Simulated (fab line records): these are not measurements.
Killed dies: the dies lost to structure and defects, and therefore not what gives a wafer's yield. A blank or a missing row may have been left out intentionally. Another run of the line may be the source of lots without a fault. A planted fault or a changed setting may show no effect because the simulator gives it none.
fab line records	flow nandHarc
[record] lots = 6	wafers = 18	lastDay = 34
route steps=1302 shown A_CONTACT@1080 END@1302
lots that met no fault: taken from a fault-free run of the same line
startH: hours from the record's first day to the start of the lot's first wafer shown	waitH: hours elapsed since this lot's preceding step	" repeats the value in the row above	L1.1+2: a row that stands for several wafers	- no value, or no start was given	* or withheld: withheld	< > ~ a bound
route shown NAME@n: names a module that has steps shown in the file, with the first one's number in the route	usual: the fault-free wafers' mean and standard deviation	same: alike in all rows	chamber/n: place in a boat	sites: each site's reading	_std_site: the standard deviation of these	_edge_site: outer sites' mean less inner sites'	radiusMm: how far each site lies from the wafer's centre	mask NAME#n: copy n	behind: the last tool/chamber to shape the wafer	hold: what put the lot on hold/how long, in hours/how the hold closed	device: the transistor (n, p or np) that didn't switch	end of line: at the end of the route, the tests of the same wafers	a step given without rows: its recipe and nothing more	killed: not the wafer's yield, but the dies lost to structure and defects at the first sort	map: a wafer's dies, x killed, . not, _ none there
set.NAME: the run value of the setting; set.NAME@STEP: its run value at that earlier step	model.NAME: the simulator's own value behind a step, which no gauge read
a table for each step, a row for each wafer; lots at some steps of the route
services: a tool's chamber out of use, with start hour (startH, from the record's first day; less than 0 if before it), hours out, and reason
[[steps]]
[step NHARC_A_CONTACT_INSPECT_10]
[usual] rawDefectCount = 91/30
lot.wafer	tool	chamber	startH	waitH	rawDefectCount
L987.1	defectInspect-02	-	595.35	0.0	86
L987.3	"	-	"	"	95
L987.4	"	-	"	"	77
L995.3	defectInspect-02	-	670.16	0.0	58
L995.4	"	-	"	"	64
L995.5	"	-	"	"	62
L994.1	defectInspect-02	-	671.71	0.0	86
L994.4	"	-	"	"	83
L994.5	"	-	"	"	89
L100.3	defectInspect-02	-	736.57	0.0	71
L100.4	"	-	"	"	70
L100.6	"	-	"	"	65
L102.1	defectInspect-01	-	743.41	0.0	106
L102.3	"	-	"	"	94
L102.4	"	-	"	"	96
L101.2	defectInspect-01	-	752.95	0.0	149
L101.5	"	-	"	"	134
L101.6	"	-	"	"	115
[step NHARC_A_CONTACT_DESCUM_13]
[recipe] timeS = 3	o2FlowSccm = 200	arFlowSccm = 0	biasPowerW = 0	chemistry = O2
[step NHARC_A_CONTACT_ETCH_88]
[recipe] targetDepthA = 390	overEtchFrac = 0.3	timeS = 65	ionEnergyEv = 80	cf4FlowSccm = 150	arFlowSccm = 0	rfW = 300	biasW = 100	chemistry = CF4
[step NHARC_A_CONTACT_ETCH_89]
[recipe] targetDepthA = 2600	overEtchFrac = 0.3	timeS = 475.3	ionEnergyEv = 200	n2FlowSccm = 150	h2FlowSccm = 150	arFlowSccm = 0	rfW = 400	biasW = 150	chemistry = N2/H2
[usual] biasW = 150.0/0.45	chamberPressureMTorr = 29.999/0.026	drypumpMotorCurrentA = 5.5/0.41	oesProductAu = 1.000/0.0097	rfVppV = 431.2/2.9	showerheadPlenumPTorr = 2.06/0.1	throttleValvePct = 14.172/0.0092
lot.wafer	tool	chamber	startH	waitH	biasW	chamberPressureMTorr	drypumpMotorCurrentA	oesProductAu	rfHoursCounterH	rfVppV	showerheadPlenumPTorr	throttleValvePct
L987.1	rieDiel-02	3	-	-	149.5	29.983	6.1	0.992	1	432.6	2.12	14.174
L987.4	"	0	"	"	150.8	30.002	5.7	0.997	4	431.6	2.11	14.189
L987.3	"	1	"	"	150.6	30.017	5.0	1.017	4	432.6	2.10	14.173
L995.4	rieDiel-02	3	-	-	150.4	30.003	6.1	0.988	15	432.9	2.11	14.173
L995.3	"	1	"	"	150.4	29.993	5.0	0.999	16	433.1	2.10	14.169
L995.5	"	0	"	"	149.6	30.025	5.7	0.998	-	431.6	2.11	14.168
L994.1	rieDiel-11	3	-	-	150.3	29.986	5.2	0.994	16	432.6	2.15	14.180
L994.4	"	2	"	"	149.6	30.014	5.8	1.008	14	433.3	2.13	14.173
L994.5	"	3	"	"	150.6	29.994	5.2	0.994	-	433.1	2.15	14.155
L100.3	rieDiel-02	2	-	-	149.7	30.030	5.3	0.998	30	425.1	1.88	14.172
L100.4	"	3	"	"	148.9	30.004	6.1	0.991	27	434.0	2.11	14.159
L100.6	"	2	"	"	150.1	30.003	5.3	0.999	-	425.6	1.88	14.176
L102.1	rieDiel-11	0	-	-	150.1	30.001	5.7	1.009	40	435.1	2.18	14.166
L102.3	"	1	"	"	150.4	30.055	5.7	1.000	37	428.1	1.93	14.160
L102.4	"	1	"	"	150.1	30.030	5.7	1.004	-	428.0	1.93	14.174
L101.2	rieDiel-04	0	-	-	150.5	30.027	6.3	0.999	8	430.4	2.03	14.151
L101.6	"	0	"	"	150.4	30.009	6.3	0.996	-	431.6	2.03	14.176
L101.5	"	1	"	"	149.8	29.977	5.0	1.016	-	431.5	2.07	14.178
[step NHARC_A_CONTACT_ETCH_30]
[recipe] targetDepthA = 726	timeS = 36.3	cf4FlowSccm = 100	chf3FlowSccm = 30	arFlowSccm = 0	rfW = 500	biasW = 200	chemistry = CF4/CHF3
[usual] biasW = 200.0/0.59	cf4FlowSccm = 99.99/0.3	drypumpMotorCurrentA = 5.5/0.4	oesProductAu = 0.931/0.016	rfVppV = 370.9/2.7	showerheadPlenumPTorr = 1.59/0.075	throttleValvePct = 16.802/0.0086
lot.wafer	tool	chamber	startH	waitH	biasW	cf4FlowSccm	drypumpMotorCurrentA	oesProductAu	rfHoursCounterH	rfVppV	showerheadPlenumPTorr	throttleValvePct
L987.1	rieDiel-02	1	-	-	200.5	100.47	5.0	0.937	4	373.0	1.62	16.804
L987.3	"	2	"	"	199.7	100.16	5.3	0.925	4	366.2	1.46	16.793
L987.4	"	3	"	"	200.6	100.39	6.0	0.974	1	369.8	1.63	16.799
L995.4	rieDiel-02	1	-	-	199.8	99.99	5.0	0.944	16	371.9	1.61	16.800
L995.3	"	2	"	"	199.8	99.90	5.3	0.932	17	367.1	1.46	16.810
L995.5	"	2	"	"	201.0	100.23	5.3	0.929	-	367.2	1.46	16.798
L994.4	rieDiel-11	1	-	-	200.3	100.56	5.7	0.921	15	368.5	1.50	16.818
L994.1	"	2	"	"	200.2	99.83	5.8	0.927	14	372.9	1.64	16.800
L994.5	"	3	"	"	199.9	99.65	5.2	0.910	-	374.2	1.65	16.802
L100.3	rieDiel-02	1	-	-	200.0	99.66	5.0	0.921	28	371.2	1.61	16.809
L100.4	"	2	"	"	199.5	100.42	5.3	0.924	30	367.0	1.46	16.807
L100.6	"	1	"	"	200.0	100.07	5.0	0.921	-	371.7	1.61	16.804
L102.1	rieDiel-11	0	-	-	198.7	99.95	5.7	0.942	40	373.9	1.68	16.799
L102.3	"	3	"	"	199.3	100.08	5.2	0.934	41	373.7	1.65	16.808
L102.4	"	3	"	"	198.9	99.93	5.2	0.929	-	372.7	1.65	16.790
L101.2	rieDiel-04	3	-	-	199.7	99.64	5.2	0.920	9	366.2	1.46	16.803
L101.5	"	3	"	"	200.0	99.85	5.2	0.920	-	366.1	1.46	16.818
L101.6	"	0	"	"	200.4	99.45	6.2	0.930	-	370.5	1.57	16.796
[step NHARC_A_CONTACT_ETCH_31]
[recipe] targetDepthA = 28000	overEtchFrac = 0.3	timeS = 728	ionEnergyEv = 150	o2FlowSccm = 400	cosFlowSccm = 20	arFlowSccm = 0	rfW = 500	biasW = 300	chemistry = O2/COS
[usual] biasW = 300.0/1	chamberPressureMTorr = 20.000/0.02	drypumpMotorCurrentA = 5.5/0.41	o2FlowSccm = 400.0/1.2	oesProductAu = 1.000/0.01	rfVppV = 314.6/2.1	showerheadPlenumPTorr = 3.16/0.14	throttleValvePct = 28.330/0.0092
lot.wafer	tool	chamber	startH	waitH	biasW	chamberPressureMTorr	drypumpMotorCurrentA	o2FlowSccm	oesProductAu	rfHoursCounterH	rfVppV	showerheadPlenumPTorr	throttleValvePct
L987.1	rieDiel-02	1	-	-	300.3	19.986	5.0	397.8	1.017	5	315.1	3.21	28.327
L987.4	"	2	"	"	298.9	19.973	5.3	399.2	1.008	4	309.9	2.91	28.339
L987.3	"	3	"	"	300.0	19.979	6.1	400.2	0.999	1	316.4	3.23	28.312
L995.4	rieDiel-02	3	-	-	297.2	19.984	6.1	400.5	0.993	15	314.8	3.23	28.342
L995.3	"	0	"	"	301.0	19.990	5.7	397.6	0.992	17	316.3	3.21	28.318
L995.5	"	0	"	"	299.6	19.979	5.7	399.5	0.990	-	314.7	3.22	28.340
L994.1	rieDiel-11	2	-	-	299.3	20.012	5.8	401.9	1.001	14	315.4	3.25	28.326
L994.4	"	0	"	"	297.7	20.030	5.7	400.4	0.993	18	316.2	3.34	28.346
L994.5	"	3	"	"	298.2	20.012	5.2	400.5	0.994	-	318.1	3.28	28.323
L100.4	rieDiel-02	1	-	-	299.5	20.017	5.0	402.2	0.987	28	316.6	3.20	28.325
L100.3	"	2	"	"	300.2	19.978	5.3	398.7	1.002	30	311.5	2.89	28.325
L100.6	"	0	"	"	298.7	19.987	5.7	401.8	1.001	-	316.5	3.21	28.325
L102.3	rieDiel-11	3	-	-	301.3	20.030	5.2	399.3	1.013	41	315.3	3.26	28.338
L102.1	"	1	"	"	298.6	20.007	5.7	398.0	1.002	37	311.1	2.96	28.337
L102.4	"	3	"	"	299.6	19.983	5.2	400.2	1.011	-	316.1	3.26	28.342
L101.2	rieDiel-04	1	-	-	299.3	19.968	5.0	399.8	1.019	8	314.7	3.17	28.331
L101.6	"	3	"	"	299.9	19.969	5.2	398.7	0.994	-	311.1	2.90	28.338
L101.5	"	0	"	"	298.7	19.992	6.3	400.7	1.008	-	314.7	3.11	28.318
[step NHARC_A_CONTACT_ETCH_134]
[recipe] sourceW = withheld	pressureMtorr = 20	biasV = withheld	timeS = 140	targetDepthA = 7000	arFlowSccm = withheld	c4f8FlowSccm = withheld	o2FlowSccm = withheld	chemistry = C4F8/O2/Ar
[usual] chamberPressureMTorr = 19.997/0.019	oesAirLineAu = 0.998/0.022
lot.wafer	tool	chamber	startH	waitH	chamberPressureMTorr	oesAirLineAu	rfHoursCounterH
L987.1	harCapEtch-03	0	596.86	-	19.976	1.021	60
L987.4	"	1	"	"	20.017	0.991	-
L987.3	"	0	"	"	19.969	1.011	-
L995.3	harCapEtch-02	1	671.41	-	20.018	1.008	-
L995.4	"	0	"	"	20.003	0.971	-
L995.5	"	0	"	"	19.987	0.996	-
L994.1	harCapEtch-03	1	673.02	-	19.990	1.008	71
L994.4	"	1	"	"	19.994	1.012	-
L994.5	"	0	"	"	20.000	0.983	-
L100.4	harCapEtch-02	0	737.83	-	19.990	0.997	-
L100.3	"	1	"	"	19.996	1.012	-
L100.6	"	0	"	"	19.980	1.029	-
L102.1	harCapEtch-02	0	744.80	-	20.015	0.984	127
L102.4	"	0	"	"	19.981	0.984	-
L102.3	"	1	"	"	20.007	0.991	-
L101.2	harCapEtch-01	0	754.17	-	20.025	0.994	41
L101.5	"	1	"	"	19.976	0.985	-
L101.6	"	0	"	"	19.988	0.985	-
[step NHARC_A_CONTACT_ETCH_135]
[recipe] sourceW = withheld	pressureMtorr = 20	biasV = 1200	timeS = 311	targetDepthA = 19120	arFlowSccm = withheld	c4f8FlowSccm = withheld	o2FlowSccm = withheld	chemistry = C4F8/O2/Ar
[step NHARC_A_CONTACT_ETCH_136]
[recipe] sourceW = withheld	pressureMtorr = 20	biasV = 1200	timeS = 311	targetDepthA = 19120	arFlowSccm = withheld	c4f8FlowSccm = withheld	o2FlowSccm = withheld	chemistry = C4F8/O2/Ar
[step NHARC_A_CONTACT_ETCH_137]
[recipe] sourceW = withheld	pressureMtorr = 20	biasV = 1200	timeS = 311	targetDepthA = 19120	arFlowSccm = withheld	c4f8FlowSccm = withheld	o2FlowSccm = withheld	chemistry = C4F8/O2/Ar
[usual] chamberPressureMTorr = 19.996/0.018	oesAirLineAu = 1.000/0.021
lot.wafer	tool	chamber	startH	waitH	chamberPressureMTorr	oesAirLineAu	rfHoursCounterH
L987.1	harCapEtch-03	0	597.61	0.2	19.992	0.992	60
L987.4	"	1	"	"	19.988	0.984	-
L987.3	"	0	"	"	20.004	1.008	-
L995.3	harCapEtch-02	1	672.18	0.2	20.021	0.997	-
L995.4	"	0	"	"	20.017	1.021	-
L995.5	"	0	"	"	19.994	1.016	-
L994.1	harCapEtch-03	1	673.77	0.2	20.008	0.989	72
L994.4	"	1	"	"	20.002	1.008	-
L994.5	"	0	"	"	19.999	1.008	-
L100.4	harCapEtch-02	0	738.59	0.2	20.007	1.005	-
L100.3	"	1	"	"	20.026	0.989	-
L100.6	"	0	"	"	20.011	1.012	-
L102.1	harCapEtch-02	0	745.55	0.2	19.991	1.018	127
L102.4	"	0	"	"	19.985	0.969	-
L102.3	"	1	"	"	20.007	1.033	-
L101.2	harCapEtch-01	0	754.92	0.2	19.961	0.979	42
L101.5	"	1	"	"	19.994	1.012	-
L101.6	"	0	"	"	19.973	0.989	-
[step NHARC_A_CONTACT_ETCH_138]
[recipe] sourceW = withheld	pressureMtorr = 20	biasV = 1200	timeS = 311	targetDepthA = 19140	arFlowSccm = withheld	c4f8FlowSccm = withheld	o2FlowSccm = withheld	chemistry = C4F8/O2/Ar
[step NHARC_A_CONTACT_ETCH_139]
[recipe] sourceW = withheld	pressureMtorr = 20	biasV = 400	timeS = 195	targetDepthA = 8400	arFlowSccm = withheld	c4f8FlowSccm = 11.5	o2FlowSccm = 7.2	chemistry = C4F8/O2/Ar
[step NHARC_A_CONTACT_ETCH_92]
[recipe] targetDepthA = 400	overEtchFrac = 0.5	timeS = 85.7	ionEnergyEv = 120	ch3fFlowSccm = 50	o2FlowSccm = 30	arFlowSccm = 200	rfW = 500	biasW = 100	chemistry = CH3F/O2
[usual] biasW = 100.0/0.34	ch3fFlowSccm = 49.99/0.15	drypumpMotorCurrentA = 5.5/0.42	o2FlowSccm = 30.00/0.091	oesProductAu = 0.935/0.022	rfVppV = 244.7/1.7	showerheadPlenumPTorr = 2.49/0.11	throttleValvePct = 20.663/0.0089
lot.wafer	tool	chamber	startH	waitH	biasW	ch3fFlowSccm	drypumpMotorCurrentA	o2FlowSccm	oesProductAu	rfHoursCounterH	rfVppV	showerheadPlenumPTorr	throttleValvePct
L987.1	rieDiel-02	1	598.66	0.5	99.5	50.05	5.0	29.92	0.943	6	246.1	2.53	20.663
L987.3	"	3	"	"	100.4	49.89	6.1	29.95	0.924	2	245.4	2.55	20.666
L987.4	"	0	"	"	99.5	50.02	5.7	29.86	0.938	5	245.1	2.54	20.670
L995.4	rieDiel-04	0	673.19	0.4	-	-	-	-	-	-	-	-	-
L995.3	"	3	"	"	-	-	-	-	-	-	-	-	-
L995.5	"	1	"	"	-	-	-	-	-	-	-	-	-
L994.1	rieDiel-04	2	674.84	0.5	-	-	-	-	-	-	-	-	-
L994.4	"	3	"	"	-	-	-	-	-	-	-	-	-
L994.5	"	1	"	"	-	-	-	-	-	-	-	-	-
L100.4	rieDiel-02	3	739.61	0.4	100.7	49.84	6.0	29.92	0.913	28	244.9	2.54	20.642
L100.3	"	2	"	"	100.5	50.00	5.3	29.96	0.928	30	242.8	2.27	20.669
L100.6	"	0	"	"	100.1	49.95	5.7	30.08	0.934	-	244.8	2.53	20.661
L102.3	rieDiel-04	1	746.65	0.4	100.2	50.01	5.0	29.99	0.945	7	245.5	2.50	20.665
L102.4	"	2	"	"	99.8	50.19	5.3	29.97	0.921	8	247.3	2.64	20.662
L102.1	"	3	"	"	100.1	49.83	5.1	29.83	0.921	7	243.3	2.28	20.651
L101.2	rieDiel-04	0	756.00	0.5	99.6	50.14	6.3	29.99	0.936	9	244.4	2.45	20.672
L101.5	"	2	"	"	100.4	49.83	5.3	30.06	0.923	-	246.5	2.63	20.671
L101.6	"	3	"	"	100.6	50.10	5.2	29.92	0.930	-	241.7	2.28	20.648
[step NHARC_A_CONTACT_ETCH_98]
[recipe] targetDepthA = 200	overEtchFrac = 0.5	timeS = 10	ionEnergyEv = 250	c4f6FlowSccm = 25	o2FlowSccm = 20	arFlowSccm = 500	rfW = 600	biasW = 500	chemistry = C4F6/O2
[step NHARC_END_SORT_01]
[recipe] tempC = 25
[usual] killedAtArray = 52/17	killedAtOther = 0.9/1.2	killedAtPeriphery = 3.9/2.7	killedDies = 57/16	killedOpen = 3.3/1.9	killedShort = 2.5/1.5
[same] grossDies = 677
lot.wafer	tool	chamber	startH	waitH	killedAtArray	killedAtOther	killedAtPeriphery	killedDies	killedOpen	killedShort
L987.1	prober-02	0	647.05	2.5	46	0	2	48	2	2
L987.3	prober-02	0	648.64	3.1	53	0	3	56	2	1
L987.4	prober-02	0	649.44	3.4	25	1	1	27	2	1
L994.1	prober-02	0	720.82	2.5	673	0	4	677	1	2
L994.4	prober-02	0	723.25	3.5	672	1	4	677	7	6
L994.5	prober-02	0	724.06	3.8	672	0	5	677	3	5
L995.3	prober-01	0	722.30	3.1	667	2	8	677	4	3
L995.4	prober-01	0	723.10	3.4	674	0	3	677	1	3
L995.5	prober-01	0	723.90	3.7	671	2	4	677	3	2
L100.3	prober-02	0	791.29	3.1	23	0	2	25	2	2
L100.4	prober-02	0	792.08	3.4	43	0	5	48	2	1
L100.6	prober-02	0	793.68	4.0	47	0	7	54	2	4
L102.1	prober-01	0	806.00	2.5	61	0	2	63	6	0
L102.3	prober-01	0	807.58	3.1	47	1	1	49	3	2
L102.4	prober-01	0	808.37	3.4	53	0	4	57	2	3
L101.2	prober-01	0	814.57	2.8	60	0	1	61	1	1
L101.5	prober-01	0	817.02	3.8	45	0	3	48	6	4
L101.6	prober-01	0	817.84	4.1	28	0	1	29	3	5
// killed by level:class
L987.1 A_SLIT:chamberFilmFlake=23 A_CHANNEL_HOLE_D2:chamberFilmFlake=10 A_CHANNEL_HOLE_D1:chamberFilmFlake=3 A_CONTACT:chamberFilmFlake=3 A_ONON_D1:geometricParticle:short=2 A_STAIRCASE:chamberFilmFlake=2 A_ONON_D1:geometricParticle:open=1 A_ONON_D2:geometricParticle:open=1
L987.3 A_SLIT:chamberFilmFlake=24 A_CHANNEL_HOLE_D2:chamberFilmFlake=8 A_CONTACT:chamberFilmFlake=6 A_STAIRCASE:chamberFilmFlake=5 A_CHANNEL_HOLE_D1:chamberFilmFlake=3 A_DECK1_JOINT:chamberFilmFlake=2 A_SGD_CUT:geometricParticle:open=1 A_WL_FILL:geometricParticle:short=1
L987.4 A_SLIT:chamberFilmFlake=8 A_STAIRCASE:chamberFilmFlake=5 A_CONTACT:chamberFilmFlake=5 A_CHANNEL_HOLE_D2:chamberFilmFlake=2 A_DECK1_JOINT:geometricParticle:open=1 A_SGD_CUT:geometricParticle:open=1 A_WL_FILL:geometricParticle:short=1 P_ZERO_WELL:chamberFilmFlake=1
L994.1 A_CONTACT:areaEtch=636 A_CHANNEL_HOLE_D1:chamberFilmFlake=13 A_SLIT:chamberFilmFlake=12 A_STAIRCASE:chamberFilmFlake=5 P_BONDPAD:chamberFilmFlake=3 A_CONTACT:chamberFilmFlake=3 A_CHANNEL_HOLE_D1:geometricParticle:short=1 A_WL_FILL:geometricParticle:short=1
L995.3 A_CONTACT:areaEtch=633 A_STAIRCASE:chamberFilmFlake=8 A_SLIT:chamberFilmFlake=7 A_CHANNEL_HOLE_D2:chamberFilmFlake=6 A_CONTACT:chamberFilmFlake=3 A_ONON_D1:geometricParticle:open=2 P_ZERO_WELL:chamberFilmFlake=2 P_M2:chamberFilmFlake=2
L995.4 A_CONTACT:areaEtch=617 A_CHANNEL_HOLE_D2:chamberFilmFlake=17 A_STAIRCASE:chamberFilmFlake=11 A_CHANNEL_HOLE_D1:chamberFilmFlake=7 A_CONTACT:chamberFilmFlake=5 A_SLIT:chamberFilmFlake=5 A_BONDPAD:chamberFilmFlake=4 P_M2:chamberFilmFlake=2
L994.4 A_CONTACT:areaEtch=636 A_SLIT:chamberFilmFlake=15 A_CONTACT:chamberFilmFlake=5 A_WL_FILL:geometricParticle:short=2 A_BLC:geometricParticle:open=2 A_ZERO_WELL:chamberFilmFlake=2 A_STAIRCASE:chamberFilmFlake=2 P_ZERO_WELL:geometricParticle:short=1
L995.5 A_CONTACT:areaEtch=623 A_CHANNEL_HOLE_D2:chamberFilmFlake=17 A_STAIRCASE:chamberFilmFlake=7 A_CHANNEL_HOLE_D1:chamberFilmFlake=6 A_SLIT:chamberFilmFlake=5 P_GATE:chamberFilmFlake=2 P_M2:chamberFilmFlake=2 A_DECK1_JOINT:chamberFilmFlake=2
L994.5 A_CONTACT:areaEtch=629 A_SLIT:chamberFilmFlake=28 P_BONDPAD:chamberFilmFlake=4 A_CHANNEL_HOLE_D1:chamberFilmFlake=4 P_GATE:geometricParticle:open=1 A_ONON_D1:geometricParticle:short=1 A_CHANNEL_HOLE_D1:geometricParticle:open=1 A_CHANNEL_FILL_D1:geometricParticle:short=1
L100.3 A_SLIT:chamberFilmFlake=12 A_STAIRCASE:chamberFilmFlake=3 A_CHANNEL_HOLE_D2:chamberFilmFlake=2 A_CONTACT:chamberFilmFlake=2 P_CONTACT:geometricParticle:open=1 P_M0:geometricParticle:open=1 A_CHANNEL_HOLE_D1:geometricParticle:short=1 A_WL_FILL:geometricParticle:short=1
L100.4 A_SLIT:chamberFilmFlake=30 A_CHANNEL_HOLE_D1:unspecified=4 P_STI:chamberFilmFlake=3 A_CHANNEL_HOLE_D1:chamberFilmFlake=2 P_CONTACT:geometricParticle:open=1 A_CHANNEL_FILL_D1:geometricParticle:short=1 A_M1:geometricParticle:open=1 P_GATE:chamberFilmFlake=1
L100.6 A_SLIT:chamberFilmFlake=30 A_STAIRCASE:chamberFilmFlake=5 P_STI:chamberFilmFlake=3 A_CONTACT:chamberFilmFlake=2 P_GATE:geometricParticle:open=1 P_CONTACT:geometricParticle:short=1 P_M1:geometricParticle:short=1 P_M2:geometricParticle:short=1
L102.1 A_CHANNEL_HOLE_D1:chamberFilmFlake=21 A_CHANNEL_HOLE_D2:chamberFilmFlake=11 A_SLIT:chamberFilmFlake=9 A_CONTACT:chamberFilmFlake=9 A_SGD_CUT:chamberFilmFlake=4 A_CHANNEL_FILL_D1:geometricParticle:open=3 P_CONTACT:geometricParticle:open=2 A_STAIRCASE:chamberFilmFlake=2
L102.3 A_SLIT:chamberFilmFlake=13 A_CHANNEL_HOLE_D2:chamberFilmFlake=11 A_CONTACT:chamberFilmFlake=7 A_SGD_CUT:chamberFilmFlake=6 A_STAIRCASE:chamberFilmFlake=4 A_M1:geometricParticle:open=2 P_CONTACT:geometricParticle:open=1 A_WL_FILL:geometricParticle:short=1
L102.4 A_CHANNEL_HOLE_D2:chamberFilmFlake=21 A_CHANNEL_HOLE_D1:chamberFilmFlake=11 A_CONTACT:chamberFilmFlake=6 A_SLIT:chamberFilmFlake=6 A_SGD_CUT:chamberFilmFlake=4 P_STI:chamberFilmFlake=2 A_STAIRCASE:chamberFilmFlake=2 P_GATE:geometricParticle:open=1
L101.2 A_SLIT:chamberFilmFlake=30 A_CONTACT:chamberFilmFlake=11 A_CHANNEL_HOLE_D2:chamberFilmFlake=10 A_CHANNEL_HOLE_D1:chamberFilmFlake=6 A_CHANNEL_FILL_D1:geometricParticle:short=1 A_CHANNEL_FILL_D1:geometricParticle:open=1 P_GATE:chamberFilmFlake=1 A_STAIRCASE:chamberFilmFlake=1
L101.5 A_SLIT:chamberFilmFlake=15 A_CHANNEL_HOLE_D2:chamberFilmFlake=11 A_CHANNEL_HOLE_D1:chamberFilmFlake=4 A_CONTACT:chamberFilmFlake=4 P_M0:geometricParticle:open=2 A_CHANNEL_FILL_D2:geometricParticle:open=2 A_STAIRCASE:chamberFilmFlake=2 A_WL_FILL:chamberFilmFlake=2
L101.6 A_CHANNEL_HOLE_D1:chamberFilmFlake=5 A_CHANNEL_HOLE_D2:chamberFilmFlake=5 A_SLIT:chamberFilmFlake=4 A_CONTACT:chamberFilmFlake=4 A_M0:geometricParticle:short=2 P_CONTACT:geometricParticle:short=1 A_CHANNEL_FILL_D1:geometricParticle:short=1 A_SGD_CUT:geometricParticle:open=1
// map L994.1 (x killed, . not)
____________x____________
_________xxxxxxx_________
_______xxxxxxxxxxx_______
______xxxxxxxxxxxxx______
_____xxxxxxxxxxxxxxx_____
____xxxxxxxxxxxxxxxxx____
____xxxxxxxxxxxxxxxxx____
___xxxxxxxxxxxxxxxxxxx___
___xxxxxxxxxxxxxxxxxxx___
__xxxxxxxxxxxxxxxxxxxxx__
__xxxxxxxxxxxxxxxxxxxxx__
_xxxxxxxxxxxxxxxxxxxxxxx_
_xxxxxxxxxxxxxxxxxxxxxxx_
_xxxxxxxxxxxxxxxxxxxxxxx_
_xxxxxxxxxxxxxxxxxxxxxxx_
_xxxxxxxxxxxxxxxxxxxxxxx_
xxxxxxxxxxxxxxxxxxxxxxxxx
xxxxxxxxxxxxxxxxxxxxxxxxx
xxxxxxxxxxxxxxxxxxxxxxxxx
xxxxxxxxxxxxxxxxxxxxxxxxx
xxxxxxxxxxxxxxxxxxxxxxxxx
_xxxxxxxxxxxxxxxxxxxxxxx_
_xxxxxxxxxxxxxxxxxxxxxxx_
_xxxxxxxxxxxxxxxxxxxxxxx_
_xxxxxxxxxxxxxxxxxxxxxxx_
_xxxxxxxxxxxxxxxxxxxxxxx_
__xxxxxxxxxxxxxxxxxxxxx__
__xxxxxxxxxxxxxxxxxxxxx__
___xxxxxxxxxxxxxxxxxxx___
___xxxxxxxxxxxxxxxxxxx___
____xxxxxxxxxxxxxxxxx____
____xxxxxxxxxxxxxxxxx____
_____xxxxxxxxxxxxxxx_____
______xxxxxxxxxxxxx______
_______xxxxxxxxxxx_______
_________xxxxxxx_________
____________x____________
// map L995.3 (x killed, . not)
____________x____________
_________xxxxxxx_________
_______xxxxxxxxxxx_______
______xxxxxxxxxxxxx______
_____xxxxxxxxxxxxxxx_____
____xxxxxxxxxxxxxxxxx____
____xxxxxxxxxxxxxxxxx____
___xxxxxxxxxxxxxxxxxxx___
___xxxxxxxxxxxxxxxxxxx___
__xxxxxxxxxxxxxxxxxxxxx__
__xxxxxxxxxxxxxxxxxxxxx__
_xxxxxxxxxxxxxxxxxxxxxxx_
_xxxxxxxxxxxxxxxxxxxxxxx_
_xxxxxxxxxxxxxxxxxxxxxxx_
_xxxxxxxxxxxxxxxxxxxxxxx_
_xxxxxxxxxxxxxxxxxxxxxxx_
xxxxxxxxxxxxxxxxxxxxxxxxx
xxxxxxxxxxxxxxxxxxxxxxxxx
xxxxxxxxxxxxxxxxxxxxxxxxx
xxxxxxxxxxxxxxxxxxxxxxxxx
xxxxxxxxxxxxxxxxxxxxxxxxx
_xxxxxxxxxxxxxxxxxxxxxxx_
_xxxxxxxxxxxxxxxxxxxxxxx_
_xxxxxxxxxxxxxxxxxxxxxxx_
_xxxxxxxxxxxxxxxxxxxxxxx_
_xxxxxxxxxxxxxxxxxxxxxxx_
__xxxxxxxxxxxxxxxxxxxxx__
__xxxxxxxxxxxxxxxxxxxxx__
___xxxxxxxxxxxxxxxxxxx___
___xxxxxxxxxxxxxxxxxxx___
____xxxxxxxxxxxxxxxxx____
____xxxxxxxxxxxxxxxxx____
_____xxxxxxxxxxxxxxx_____
______xxxxxxxxxxxxx______
_______xxxxxxxxxxx_______
_________xxxxxxx_________
____________x____________
[[services]]
tool	chamber	startH	hours	kind
rieDiel-02	3	575.08	13.6	repair
rieDiel-04	2	576.56	16.1	repair
rieDiel-04	3	579.03	10.9	repair
rieDiel-02	0	579.94	-	clean
rieDiel-02	1	579.94	-	clean
rieDiel-02	2	579.94	-	clean
rieDiel-02	0	605.06	-	clean
rieDiel-02	1	605.06	-	clean
rieDiel-02	2	605.06	-	clean
rieDiel-02	3	605.06	-	clean
rieDiel-11	-	613.41	9.0	pm
rieDiel-02	0	629.59	-	clean
rieDiel-02	1	629.59	-	clean
rieDiel-02	2	629.59	-	clean
rieDiel-02	3	629.59	-	clean
harCapEtch-03	-	636.97	0.3	repair
rieDiel-02	0	654.09	-	clean
rieDiel-02	1	654.09	-	clean
rieDiel-02	2	654.09	-	clean
rieDiel-02	3	654.09	-	clean
rieDiel-04	-	711.43	9.0	pm
rieDiel-11	2	741.46	9.6	repair
rieDiel-02	-	747.94	9.0	pm
harCapEtch-02	-	754.84	17.0	pm
[[key]]
[firstSign] step = NHARC_A_CONTACT_ETCH_92	reading = toolRecord	direction = missing
[effect] step = NHARC_END_SORT_01	reading = killedDies	direction = up	sigmas = 38	usual = 57	struck = 677
[moreKillsBornAt] NHARC_A_CONTACT_ETCH_92@rieDiel-04 = 3774
metAt NHARC_A_CONTACT_ETCH_92
struckWafers L994.1,L994.4,L994.5,L995.3,L995.4,L995.5
laterRowsLeftOut L994.1,L994.4,L994.5,L995.3,L995.4,L995.5
testerLeftOut L994,L995
[fault] kind = skippedStepWhole	tool = rieDiel-04	chamber = -	onsetH = 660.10	steps = NHARC_A_CONTACT_ETCH_92	scope = struckLotsOnly
// testerLeftOut: of these lots the tester's yield and bins aren't shown, on N5 and GAA mostly nor the transistor test; their killed dies are dies lost to structure and defects alone, not to doping, threshold or leakage, so they don't give the yield
// laterRowsLeftOut: the simulator's readings of these wafers behind a module that went badly wrong aren't trusted and aren't shown, but for the sort
